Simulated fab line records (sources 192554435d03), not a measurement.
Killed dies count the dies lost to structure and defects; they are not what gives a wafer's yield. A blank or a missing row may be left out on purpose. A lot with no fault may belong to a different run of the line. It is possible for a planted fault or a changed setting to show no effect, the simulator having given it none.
A lot that was struck, set against a sound lot + flow n5Finfet + 18 steps out of a route of 1938
Sound: wafers L121.1, L121.4, L121.5. The struck wafers were L112.4, L112.5, L112.6. The cause comes at the end.
For every step that has rows: the tool of each side, followed by ch and its chambers, followed by its first start. Under that, the readings that differ: sound wafers + struck wafers + difference of the means + sigmas: that difference in standard deviations of wafers without a fault.
alike: a reading whose means differ by less than 2 such deviations, as well as words and numbers matching on both sides. not compared: withheld readings; readings where some wafer has no value; bounds like >300 that might hide an equal value; numbers whose values overlap and for which the record gives no deviation.
The two part at a step that has a row with sigmas, a row that says differs or no value, or rows on one side only. When numbers do not overlap yet have no deviation, they are printed without sigmas and do not part them. A reading missing from all wafers of one side parts the sides only when that side holds two or more wafers.

first, 9 steps without rows for these wafers: N5_PMOS_HMC_CHANNEL_EPI_HM_DEP_34 (deposits SiO2 from TEOS/O2, target thk 36 nm, time 6.9 s); N5_PMOS_HMC_CHANNEL_EPI_COAT_31 (time 60 s, resist thk 66 nm); N5_PMOS_HMC_CHANNEL_EPI_COAT_03 (resist thk 205 nm); N5_PMOS_HMC_CHANNEL_EPI_EBR_05; N5_PMOS_HMC_CHANNEL_EPI_SOFTBAKE_04 (time 60 s); N5_PMOS_HMC_CHANNEL_EPI_EXPOSE_06 (exposes mask PMOS HMC BLK, target cd 240 nm); N5_PMOS_HMC_CHANNEL_EPI_PEB_07 (peb time 60 s); N5_PMOS_HMC_CHANNEL_EPI_DEVELOP_08 (develop time 30 s); N5_PMOS_HMC_CHANNEL_EPI_DESCUM_14 (chemistry O2, time 7.9 s).
N5_PMOS_HMC_CHANNEL_EPI_ETCH_32: etches BARC in N2/H2, stops on SiO2, target depth 85.8 nm, time 50.3 s.
  sound on rieDiel-04 ch 0,1, day 7 11:57; struck on rieDiel-05 ch 0,1, day 5 05:48
  no value came back on the struck wafers for any of 7 readings (biasW (W), chamberPressureMTorr (mTorr) and others); on the sound wafers biasW (W) reads 149.7 149.7 150.0
| reading                                                        | sound             | struck            | difference | sigmas |
|----------------------------------------------------------------|-------------------|-------------------|------------|--------|
| model.CAR-ArF-block_of_PMOS_HMC_CHANNEL_EPI_COAT_03.thkNm (nm) | 136.2 133.3 133.9 | 198.3 198.3 198.2 | +63.8      |        |
| model.PMOS_HMC_CHANNEL_EPI.cdNm (nm)                           | 238.7 239.3 239.1 | 236.8 235.4 238.5 | -2.1       |        |
  not compared: rfHoursCounterH
N5_PMOS_HMC_CHANNEL_EPI_HM_OPEN_15: chemistry CHF3/O2, target SiO2, target depth 40.6 nm, time 20.3 s.
  sound on rieDiel-04 ch 0,1, day 7 11:59; struck on rieDiel-05 ch 0,1, day 5 05:50
| reading                                                        | sound             | struck            | difference | sigmas |
|----------------------------------------------------------------|-------------------|-------------------|------------|--------|
| drypumpMotorCurrentA (A)                                       | 5.70 5.92 5.91    | 5.08 5.34 5.13    | -0.66      | -2     |
| oesProductAu (a.u.)                                            | 0.72 0.72 0.73    | 0.35 0.28 0.34    | -0.40      | -8     |
| throttleValvePct (%)                                           | 19.30 18.82 18.82 | 18.51 18.70 18.51 | -0.41      | -2     |
| model.CAR-ArF-block_of_PMOS_HMC_CHANNEL_EPI_COAT_03.thkNm (nm) | 97.16 93.63 93.98 | 157.3 159.1 157.1 | +62.9      |        |
  alike: mfcArSccm, rfVppV, showerheadPlenumPTorr
  not compared: rfHoursCounterH
then, 3 steps without rows for these wafers: N5_PMOS_HMC_CHANNEL_EPI_STRIP_33 (strips in N2/H2); N5_PMOS_HMC_CHANNEL_EPI_STRIP_17 (strips in SPM, time 750 s); N5_PMOS_HMC_CHANNEL_EPI_ETCH_38 (etches SiO2 in CF4, target depth 1.5 nm).
N5_PMOS_HMC_CHANNEL_EPI_FIN_RECESS_16: chemistry HBr/Cl2, target Si, target depth 54 nm, time 18 s.
  sound on rieSi-06 ch 1,3, day 7 12:22; struck on rieSi-02 ch 0,1, day 5 06:13
| reading                              | sound             | struck            | difference | sigmas |
|--------------------------------------|-------------------|-------------------|------------|--------|
| oesProductAu (a.u.)                  | 0.985 0.965 0.980 | 1.021 1.029 1.016 | +0.045     | +3     |
| model.PMOS_HMC_CHANNEL_EPI.cdNm (nm) | 238.6 239.1 239   | 236.9 235.6 238.4 | -1.9       |        |
  alike: drypumpMotorCurrentA, mfcCl2Sccm, throttleValvePct
  not compared: rfHoursCounterH
then, 1 step without rows for these wafers: N5_PMOS_HMC_CHANNEL_EPI_PRECLEAN_36 (cleans in O3/DIW, time 45 s).
N5_BEOL_M4_RC_MEAS_101:
  the record has rows for the sound wafers here (prober-02 ch 0, day 14 09:47) and none for the struck ones
-- a jump in the record: the struck wafers' starts before and after are 12 days apart (it breaks off in module BEOL_M4 and resumes in module PASSIVATION, where the first step shown is number 1936 of the route) --
N5_PASSIVATION_PROBE_49:
  record: rows for the struck wafers here (prober-01, day 17 09:12), none for the sound ones

## WHERE THEY PART
First at N5_PMOS_HMC_CHANNEL_EPI_ETCH_32; last, within this record, at N5_PASSIVATION_PROBE_49.

WHY: what the simulator had put in
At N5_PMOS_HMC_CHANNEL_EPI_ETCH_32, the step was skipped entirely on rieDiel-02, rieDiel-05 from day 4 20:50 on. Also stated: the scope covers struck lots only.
